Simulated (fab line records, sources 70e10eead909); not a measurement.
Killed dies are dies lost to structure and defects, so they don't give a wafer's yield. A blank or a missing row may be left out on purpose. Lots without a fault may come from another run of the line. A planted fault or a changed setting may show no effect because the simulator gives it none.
A struck lot beside a sound one | flow nand_harc | 13 steps out of a route of 1159
Sound: wafers L204.1, L204.3, L204.6. Struck: wafer L210.3. (L210.6 of the same lot was not struck and is left out.) The cause comes at the end.
At each step with rows: each side's tool, then ch and its chambers, then its first start. Under that, the readings that differ: sound wafers | struck wafers | difference of the means | sigmas: that difference in standard deviations of wafers without a fault.
alike: readings whose means differ by less than 2 such deviations, and words and numbers that are the same on both sides. not compared: withheld readings, readings that some wafer has no value for, bounds like >300 that may hide the same value, and numbers for which the record gives no deviation and whose values overlap.
The two part at a step that has a row with sigmas, a row that says differs or no value, or rows on one side only. Numbers that don't overlap but have no deviation are shown without sigmas and don't part them. A reading that every wafer of one side lacks parts them only if that side has two wafers or more.

NHARC_A_STAIRCASE_TRIM_16: chemistry O2, time 211.2 s.
  sound on rie_diel-10 ch 2,3; struck on rie_diel-11 ch 0
  alike: drypump_motor_current_A, oes_product_au, rf_vpp_V, showerhead_plenum_p_Torr, throttle_valve_pct
  not compared: rf_hours_counter_h
NHARC_A_STAIRCASE_ETCH_17: etches the open film in C4F8/O2, target depth 100 nm, time 40.5 s.
  sound on rie_diel-10 ch 1,2,3; struck on rie_diel-11 ch 1
  alike: oes_product_au, rf_vpp_V, run_length_s
  not compared: rf_hours_counter_h
NHARC_A_STAIRCASE_TRIM_18: chemistry O2, time 211.2 s.
  sound on rie_diel-10 ch 1,2; struck on rie_diel-11 ch 0
  alike: drypump_motor_current_A, oes_product_au, rf_vpp_V, showerhead_plenum_p_Torr, throttle_valve_pct
  not compared: rf_hours_counter_h
then, 1 step without rows for these wafers: NHARC_A_STAIRCASE_ETCH_19 (etches the open film in C4F8/O2, target depth 100 nm, time 40.5 s).
NHARC_A_STAIRCASE_TRIM_20: chemistry O2, time 211.2 s.
  sound on rie_diel-11 ch 0,1, day 10 14:26; struck on rie_diel-11 ch 3, day 12 20:40
  alike: drypump_motor_current_A, oes_product_au, rf_vpp_V, showerhead_plenum_p_Torr, throttle_valve_pct
  not compared: rf_hours_counter_h
then, 4 steps without rows for these wafers: NHARC_A_STAIRCASE_ETCH_21 (etches the open film in C4F8/O2, target depth 100 nm, time 40.5 s); NHARC_A_STAIRCASE_TRIM_22 (chemistry O2, time 211.2 s); NHARC_A_STAIRCASE_ETCH_23 (etches the open film in C4F8/O2, target depth 100 nm, time 40.5 s); NHARC_A_STAIRCASE_TRIM_24 (chemistry O2, time 211.2 s).
NHARC_A_STAIRCASE_ETCH_25: etches the open film in C4F8/O2, target depth 100 nm, time 40.5 s.
  sound on rie_diel-11 ch 0,1,3; struck on rie_diel-11 ch 0
  alike: oes_product_au, rf_vpp_V, run_length_s
  not compared: rf_hours_counter_h
then, 1 step without rows for these wafers: NHARC_A_STAIRCASE_TRIM_26 (chemistry O2, time 211.2 s).
NHARC_A_STAIRCASE_ETCH_27: etches the open film in C4F8/O2, target depth 100 nm, time 40.5 s.
  sound on rie_diel-11 ch 0,1,3, day 10 15:28; struck on rie_diel-11 ch 2, day 12 22:53
  reading          | sound          | struck | difference | sigmas
  run_length_s (s) | 62.0 61.8 62.7 | 74.4   | +12.2      | +24
  alike: oes_product_au, rf_vpp_V
  not compared: rf_hours_counter_h
-- the record jumps here: 9 days lie between the struck wafers' starts before and after (it left off in module A_STAIRCASE and takes up again in module END, whose first step shown is number 1159 of the route) --
NHARC_END_SORT_01:
  sound on prober-01 ch 0, day 19 12:47; struck on prober-02 ch 0, day 21 15:04
  reading         | sound    | struck | difference | sigmas
  killed_at_array | 22 19 31 | 673    | +649       | +65
  killed_dies     | 24 21 37 | 677    | +650       | +65
  alike: killed_at_other, killed_at_periphery, killed_open, killed_short

WHERE THEY PART
First at NHARC_A_STAIRCASE_ETCH_27; last, within this record, at NHARC_END_SORT_01.

WHY: what the simulator had put in
Process parameter drift: rie_diel-11, from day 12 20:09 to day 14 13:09, at NHARC_A_STAIRCASE_ETCH_27. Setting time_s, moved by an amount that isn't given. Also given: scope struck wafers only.
